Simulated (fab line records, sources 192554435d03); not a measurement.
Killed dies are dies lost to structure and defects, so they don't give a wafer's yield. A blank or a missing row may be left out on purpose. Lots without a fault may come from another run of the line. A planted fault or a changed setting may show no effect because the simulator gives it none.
fab line records | flow n5_finfet
record lots=4 wafers=11 last_day=18
route steps=1938 shown BEOL_M9@1437 PASSIVATION@1936
lots that met no fault: from a run of the same line without faults
start_h: hours from the record's first day to the start of the lot's first wafer shown | wait_h: hours since the lot's step before | " the same as in the row above | L1.1+2: a row that stands for several wafers | - no value, or no start given | * or withheld: withheld | < > ~ a bound
route shown NAME@n: a module of which the file shows steps, and the number in the route of the first | usual: mean/standard deviation of fault-free wafers | same: alike in all rows | chamber/n: place in a boat | sites: the reading at each site | _std_site: their standard deviation | _edge_site: outer sites' mean less inner sites' | radius_mm: how far each site lies from the wafer's centre | mask NAME#n: copy n | behind: the tool/chamber that last shaped the wafer | hold: why the lot was held/for how many hours/how that ended | device: the transistor (n, p or np) that didn't switch | end of line: the same wafers' tests at the end of the route | a step without rows: its recipe alone | killed: dies lost to structure and defects at the first sort, not the wafer's yield | map: a wafer's dies, x killed, . not, _ none there
set.NAME: the setting as run; set.NAME@STEP: as run at that earlier step | model.NAME: the simulator's own value behind a step, which no gauge read
lots at some steps of the route; a table a step, a row a wafer
services: from which hour (start_h, from the record's first day; less than 0 if before it) a tool's chamber was out of use, for how many hours, and why
## steps
# step N5_BEOL_M9_DESCUM_33
# recipe chemistry=O2 time_s=7 source_power_w=50 bias_power_w=20 pressure_mtorr=20 rf_frequency_hz=2.712e+07 temp_c=40 resist=CAR-EUV o2_flow_sccm=225
# step N5_BEOL_M9_ETCH_76
# recipe chemistry=N2/H2 target=underlayer target_depth_a=65 mask_material=CAR-EUV time_s=5.2 ion_energy_ev=200 pressure_mtorr=30 source_w=840 bias_w=150 n2_flow_sccm=200 h2_flow_sccm=200 ends=cleared
# step N5_BEOL_M9_ETCH_65
# recipe chemistry=CF4 target=SiARC target_depth_a=156 mask_material=CAR-EUV time_s=26 ion_energy_ev=80 pressure_mtorr=40 source_w=545 bias_w=36 Ar_flow_sccm=100 cf4_flow_sccm=100 ends=cleared
# step N5_BEOL_M9_ETCH_66
# recipe chemistry=N2/H2 target=SOC target_depth_a=800 overetch_a=160 mask_material=SiARC temp_c=40 time_s=120 ion_energy_ev=200 pressure_mtorr=30 source_w=840 bias_w=150 n2_flow_sccm=200 h2_flow_sccm=200
# step N5_BEOL_M9_STRIP_69
# recipe chemistry=N2/H2 temp_c=40 n2_flow_sccm=200 h2_flow_sccm=200 rf_frequency_hz=6e+07
# step N5_BEOL_M9_STRIP_77
# recipe chemistry=N2/H2 temp_c=40 n2_flow_sccm=200 h2_flow_sccm=200 rf_frequency_hz=6e+07
# step N5_BEOL_M9_VIA_ETCH_34
# recipe chemistry=C4F6/O2 target=SiCOH_lowk target_depth_a=1824 mask_material=SOC taper_deg=4 time_s=68.4 ion_energy_ev=250 pressure_mtorr=30 source_w=345 bias_w=185 Ar_flow_sccm=300 C4F6_flow_sccm=10 O2_flow_sccm=10
# step N5_BEOL_M9_STRIP_73
# recipe chemistry=C4F6/O2 resist=SiARC rf_frequency_hz=6e+07
# step N5_BEOL_M9_STRIP_36
# recipe chemistry=N2/H2 power_w=450 temp_c=40 pressure_mtorr=20 rf_frequency_hz=6e+07 overash_fraction=0.3 bias_power_w=7 h2_frac=0.5 n2_flow_sccm=200 h2_flow_sccm=200
# step N5_BEOL_M9_TRENCH_ETCH_37
# recipe chemistry=C4F6/O2 target_depth_a=1514.3 target=SiCOH_lowk time_s=49 ion_energy_ev=250 pressure_mtorr=30 source_w=345 bias_w=185 Ar_flow_sccm=300 C4F6_flow_sccm=10 O2_flow_sccm=10
# usual drypump_motor_current_A=6.0/0.37 oes_o_777_au=0.79/0.096 oes_product_au=0.80/0.1 rf_fwd_power_W=341.3/1.8 rf_vpp_V=671/21 showerhead_plenum_p_Torr=2.83/0.097 throttle_valve_pct=20.89/0.24
# columns lot.wafer tool chamber start_h wait_h drypump_motor_current_A oes_o_777_au oes_product_au rf_fwd_power_W rf_hours_counter_h rf_vpp_V showerhead_plenum_p_Torr throttle_valve_pct model.etch.depth_nm model.BEOL_M9.feature_depth_nm
L125.1 rie_diel-02 3 273.51 - 5.8 0.70 0.73 340.6 203 706 2.70 20.64 151.2 151.2
L125.2 " 1 " " 5.7 0.73 0.71 343.6 186 645 2.73 21.42 149.5 149.4
L125.5 " 2 " " 5.7 0.98 0.99 339.5 - 682 3.01 20.93 165.7 165.8
L136.2 rie_diel-02 1 355.59 - 5.7 0.89 0.73 427.9 211 579 2.71 21.45 160.2 160.2
L136.3 " 2 " " 5.7 1.15 0.97 424.4 43 611 2.99 21.00 178.6 178.6
L136.4 " 3 " " 5.9 0.85 0.74 423.0 230 633 2.69 20.70 160.4 160.4
L137.1 rie_diel-02 1 356.02 - 5.7 0.89 0.73 425.5 211 580 2.72 21.48 161.4 161.4
L137.4 " 3 " " 5.8 0.85 0.75 423.2 230 632 2.69 20.71 161.9 162
L137.6 " 3 " " 5.8 0.85 0.74 422.8 - 631 2.69 20.70 161.4 161.4
L140.1 rie_diel-01 1 361.20 - 6.1 0.83 0.83 340.4 76 665 2.77 21.05 148.6 148.6
L140.5 " 2 " " 6.0 0.70 0.69 342.1 - 679 2.92 21.16 150 150
# step N5_BEOL_M9_ETCH_41
# recipe chemistry=CH3F/O2 target=SiCN target_depth_a=366 taper_deg=2 time_s=70.1 ion_energy_ev=120 mask_material=TiN pressure_mtorr=30 source_w=395 bias_w=75 Ar_flow_sccm=150 CH3F_flow_sccm=30 O2_flow_sccm=20
# step N5_BEOL_M9_STRIP_80
# recipe chemistry=N2/H2 time_s=10 power_w=450 temp_c=40 pressure_mtorr=20 rf_frequency_hz=6e+07 bias_power_w=7 n2_flow_sccm=200 h2_flow_sccm=200
# step N5_BEOL_M9_HM_STRIP_39
# recipe chemistry=peroxide_tin_strip material=TiN target_depth_a=250 temp_c=50 time_s=158
# step N5_BEOL_M9_SRD_40
# recipe time_s=30 temp_c=23 rinse_liquid=diw dry=ipa_marangoni
# step N5_BEOL_M9_PRECLEAN_42
# recipe chemistry=residue_remover time_s=60 temp_c=40
# step N5_BEOL_M9_SRD_43
# recipe time_s=30 temp_c=23 rinse_liquid=diw dry=ipa_marangoni
# step N5_BEOL_M9_CURE_72
# recipe temp_c=370 time_s=120 ambient=DMADMS/He material=SiCOH_lowk
# step N5_BEOL_M9_DEGAS_44
# recipe ambient=vacuum temp_c=250 time_s=60
# step N5_BEOL_M9_PRE_CLEAN_45
# recipe gas=H2/He time_s=30 temp_c=250
# step N5_BEOL_M9_ALD_74
# recipe material=TaN target_thk_a=20 temp_c=275 ald_precursor_family=PDMAT ald_co_reactant=NH3 pressure_torr=3 carrier_flow_sccm=1500 pulse_time_s=2 purge_time_s=3 co_reactant_purge_time_s=2 co_reactant_pulse_time_s=3 ald_cycles=40 precursor_vessel_temp_c=75 precursor_vessel_pressure_torr=26.25 precursor_vessel_carrier_sccm=1000
# step N5_BEOL_M9_SURFACE_TREAT_79
# recipe gas=Ar time_s=* ion_energy_ev=* ion_current_ma_cm2=0.5 pressure_mtorr=* ar_flow_sccm=30
# step N5_BEOL_M9_CVD_78
# recipe material=Co target_thk_a=20 temp_c=withheld precursor=CCTBA/H2 pressure_torr=30 time_s=138.9
# step N5_BEOL_M9_SPUTTER_48
# recipe material=Cu target_thk_a=120 temp_c=-20 bias_v=60 power_w=26000 chamber_pressure_pa=0.13 time_s=2
# step N5_BEOL_M9_ECD_50
# recipe material=Cu target_thk_a=3180
# step N5_BEOL_M9_ANNEAL_51
# recipe temp_c=225 time_s=90 ambient=N2
# step N5_BEOL_M9_CMP_52
# recipe stop_on=SiCOH_lowk t_overpolish_s=7 down_force_psi=1 platen_rpm=50 clearing_platen_down_force_psi=1.5 clearing_platen_rpm=50 post_cmp_clean=cu_alkaline target_thk_nm=140 clearing_platen_pad_velocity_m_s=0.99484 pad_velocity_m_s=0.99484
# usual barrier_field_endpoint_s=29.1/0.85 head_pressure_psi=1.0003/0.0022 motor_current_A=5.9/0.67 overpolish_run_s=6.999/0.0086 slurry_flow_ml_min=150.0/0.44 time_to_endpoint_s=67/4.2
# columns lot.wafer tool chamber start_h wait_h barrier_field_endpoint_s head_pressure_psi motor_current_A overpolish_run_s slurry_flow_ml_min time_to_endpoint_s model.Cu_of_BEOL_M9_ECD_50.thk_nm
L125.1 cmp-02 1 276.10 0.3 29.0 1.0010 5.8 7.002 150.1 67 141.2
L125.2 " 2 " " 28.6 1.0004 6.3 6.994 149.5 64 138.6
L125.5 " 0 " " 29.6 0.9997 5.7 6.978 149.8 70 154.6
L136.3 cmp-04 2 359.24 0.2 28.0 1.0008 5.3 6.996 149.4 58 164.2
L136.4 " 3 " " 28.1 1.0041 6.1 7.009 149.0 62 147.4
L136.2 " 0 " " 29.1 1.0014 6.3 6.989 150.5 68 148.2
L137.1 cmp-01 1 360.39 0.3 28.9 1.0035 7.3 6.999 150.7 61 150.2
L137.4 " 3 " " 29.1 1.0007 5.2 6.999 149.3 67 150.6
L137.6 " 2 " " 29.7 0.9989 5.9 7.011 150.0 74 153.2
L140.1 cmp-01 0 366.13 0.6 29.3 0.9997 5.6 6.996 150.2 63 137.2
L140.5 " 0 " " 28.9 1.0027 5.5 6.988 150.1 64 139.4
# step N5_PASSIVATION_PROBE_49
# usual defect_limited_yield=91.1/1.3 killed_at_M0_to_M3=32/9.7 killed_at_M4_up=16/6 killed_at_contacts=12/5.9 killed_at_front_end=41/11 killed_at_other=4/3.1 killed_dies=104/16 killed_on_rim=14/4 killed_open=68/12 killed_short=34/7.4 sort_bin_5_function=5.1/0.85 sort_bin_6_memory=3.3/0.66 sort_n_pass=1075/16 sort_yield_pct=91.1/1.4
# same gross_dies=1180 killed_at_back_side=0 sort_bin_4_leakage[%]=0 sort_bin_8_speed[%]=0
# columns lot.wafer tool chamber start_h wait_h defect_limited_yield[%] killed_at_M0_to_M3 killed_at_M4_up killed_at_contacts killed_at_front_end killed_at_other killed_dies killed_on_rim killed_open killed_short sort_bin_5_function[%] sort_bin_6_memory[%] sort_n_pass sort_yield_pct[%]
L136.2 prober-01 - 425.34 0.1 87.6 24 9 16 95 2 146 13 89 35 5.6 4.8 1034 87.6
L137.6 prober-02 - 425.88 0.3 90.1 29 16 12 34 26 117 16 64 28 6.7 2.9 1063 90.1
# killed by level:class
L136.2 FIN_SAQP:geometric_particle:open=22 HKMG_FIN:area_etch=20 STI_FIN_REVEAL:geometric_particle:open=17 MOL_CONTACT_COAG:geometric_particle:open=11 BEOL_M0_SAQP:geometric_particle:short=7 FIN_SAQP:geometric_particle:short=6 BEOL_M0_SAQP:geometric_particle:open=6 DUMMY_GATE:geometric_particle:open=5
L137.6 PASSIVATION:area_etch=24 MOL_CONTACT_COAG:geometric_particle:open=10 BEOL_M0_SAQP:geometric_particle:open=9 FIN_SAQP:geometric_particle:open=7 DUMMY_GATE:geometric_particle:open=7 BEOL_M4:geometric_particle:open=7 BEOL_M3:geometric_particle:open=6 GATE_CUT:geometric_particle:short=5
## services
# columns tool chamber start_h hours kind
rie_diel-01 3 254.41 9.7 repair
rie_diel-02 3 255.88 9.2 repair
rie_diel-01 3 275.10 4.1 repair
cmp-01 - 278.70 4.0 pm
cmp-01 - 282.70 - consumable_replace:conditioner
cmp-01 - 282.70 - consumable_replace:pad
cmp-01 - 284.29 0.9 repair
cmp-02 - 320.10 1.7 repair
cmp-02 - 323.33 4.0 pm
cmp-02 - 327.33 - consumable_replace:conditioner
cmp-02 - 327.33 - consumable_replace:pad
cmp-02 - 332.21 2.9 repair
rie_diel-02 1 338.28 8.1 repair
## key
first_sign step=N5_BEOL_M9_TRENCH_ETCH_37 reading=rf_fwd_power_W direction=up sigmas=45 usual=* struck=*
effect step=N5_BEOL_M9_TRENCH_ETCH_37 reading=rf_vpp_V direction=down sigmas=2.8 usual=671 struck=611
model_effect step=N5_BEOL_M9_TRENCH_ETCH_37 value=etch.depth_nm without=150.9 struck=164
model_effect step=N5_BEOL_M9_CMP_52 value=Cu_of_BEOL_M9_ECD_50.thk_nm without=139.2 struck=152.3
met_at N5_BEOL_M9_TRENCH_ETCH_37
struck_wafers L136.2,L136.3,L136.4,L137.1,L137.4,L137.6
baseline_loss step=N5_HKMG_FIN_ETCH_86 wafers=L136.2
baseline_loss step=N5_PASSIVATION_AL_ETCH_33 wafers=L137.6
onset_between 273.51 355.59
fault kind=process_parameter_drift tool=rie_diel-02 chamber=- onset_h=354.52 steps=N5_BEOL_M9_TRENCH_ETCH_37 channel=source_w offset=82.8 shape=step end_h=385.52 acts_in=these_recipes_only stated=345
# baseline_loss: these wafers lose ten dies or more at that step, a loss of the line's own and not of a fault; the sort's usual values leave them out
